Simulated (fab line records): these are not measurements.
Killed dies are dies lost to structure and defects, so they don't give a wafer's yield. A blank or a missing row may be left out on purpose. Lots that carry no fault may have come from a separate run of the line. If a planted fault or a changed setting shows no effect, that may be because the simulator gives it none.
Matching of chambers :: flow n5 finfet :: N5_BEOL_M7_CURE_74 on uv cure-03: 3 sister chambers
The step cures SiCOH lowk, time 240 s. 16 wafers are shown with their chamber, then 8 later ones without.

WAFERS PAIRED WITH THEIR CHAMBERS
wafer: L075.3
chamber: 1
wafer_temp_C_max: 386.3
lamp power pct (%): 52.31

wafer: L075.4
chamber: 1
wafer_temp_C_max: 386.8
lamp power pct (%): 52.22

wafer: L075.6
chamber: 1
wafer_temp_C_max: 386.4
lamp power pct (%): 52.34

wafer: L076.3
chamber: 2
wafer_temp_C_max: 385.9
lamp power pct (%): 52.36

wafer: L076.4
chamber: 2
wafer_temp_C_max: 386.3
lamp power pct (%): 52.24

wafer: L076.6
chamber: 2
wafer_temp_C_max: 386.5
lamp power pct (%): 52.42

wafer: L080.1
chamber: 1
wafer_temp_C_max: 386.1
lamp power pct (%): 52.34

wafer: L080.4
chamber: 1
wafer_temp_C_max: 386.8
lamp power pct (%): 52.24

wafer: L080.6
chamber: 1
wafer_temp_C_max: 386.7
lamp power pct (%): 52.39

wafer: L082.2
chamber: 2
wafer_temp_C_max: 386.1
lamp power pct (%): 52.35

wafer: L082.3
chamber: 2
wafer_temp_C_max: 385.5
lamp power pct (%): 52.38

wafer: L082.5
chamber: 2
wafer_temp_C_max: 385.9
lamp power pct (%): 52.18

wafer: L085.2
chamber: 0
wafer_temp_C_max: 387.4
lamp power pct (%): 52.32

wafer: L085.3
chamber: 0
wafer_temp_C_max: 387.4
lamp power pct (%): 52.30

wafer: L085.4
chamber: 0
wafer_temp_C_max: 386.8
lamp power pct (%): 52.28

wafer: L088.1
chamber: 0
wafer_temp_C_max: 387.4
lamp power pct (%): 52.37

SIGNATURES, as means of the wafers listed above
reading: wafer_temp_C_max
chamber 0: 387.250
chamber 1: 386.517
chamber 2: 386.033
scatter within a chamber: 0.318

reading: lamp power pct
chamber 0: 52.3175
chamber 1: 52.3067
chamber 2: 52.3217
scatter within a chamber: 0.0722
Rule: a wafer's distance from a chamber is the root of the sum, over the readings, of the square of ((its reading less the chamber's mean) divided by the reading's scatter). If the next closest chamber is less than 2 further off than the closest, the wafer can't be placed; otherwise it belongs to the closest. How the scatter is found: for the shown wafers, subtract from each reading the mean of its chamber, square and add these, divide the total by (wafers less chambers), then take the root.

WAFERS WITH NO CHAMBER GIVEN
wafer: L088.2
wafer_temp_C_max: 387.1
lamp power pct (%): 52.38

wafer: L088.3
wafer_temp_C_max: 387.4
lamp power pct (%): 52.36

wafer: L088.4
wafer_temp_C_max: 387.9
lamp power pct (%): 52.27

wafer: L088.5
wafer_temp_C_max: 386.8
lamp power pct (%): 52.26

wafer: L088.6
wafer_temp_C_max: 386.9
lamp power pct (%): 52.34

wafer: L090.3
wafer_temp_C_max: 386.5
lamp power pct (%): 52.39

wafer: L090.4
wafer_temp_C_max: 387.0
lamp power pct (%): 52.29

wafer: L090.5
wafer_temp_C_max: 386.6
lamp power pct (%): 52.34

THE CHAMBER EACH PASSED THROUGH
wafer: L088.2
from the rows above: can't be placed: 0 or 1
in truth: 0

wafer: L088.3
from the rows above: 0
in truth: 0

wafer: L088.4
from the rows above: 0
in truth: 0

wafer: L088.5
from the rows above: can't be placed: 1 or 0 or 2
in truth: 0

wafer: L088.6
from the rows above: can't be placed: 0 or 1 or 2
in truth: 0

wafer: L090.3
from the rows above: can't be placed: 1 or 2 or 0
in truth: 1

wafer: L090.4
from the rows above: can't be placed: 0 or 1
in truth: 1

wafer: L090.5
from the rows above: can't be placed: 1 or 2 or 0
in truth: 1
2 of 8 placed correctly. Cannot be placed on the basis of these rows: 6; the candidates contain the true chamber in 6. Placed wrongly: 0.
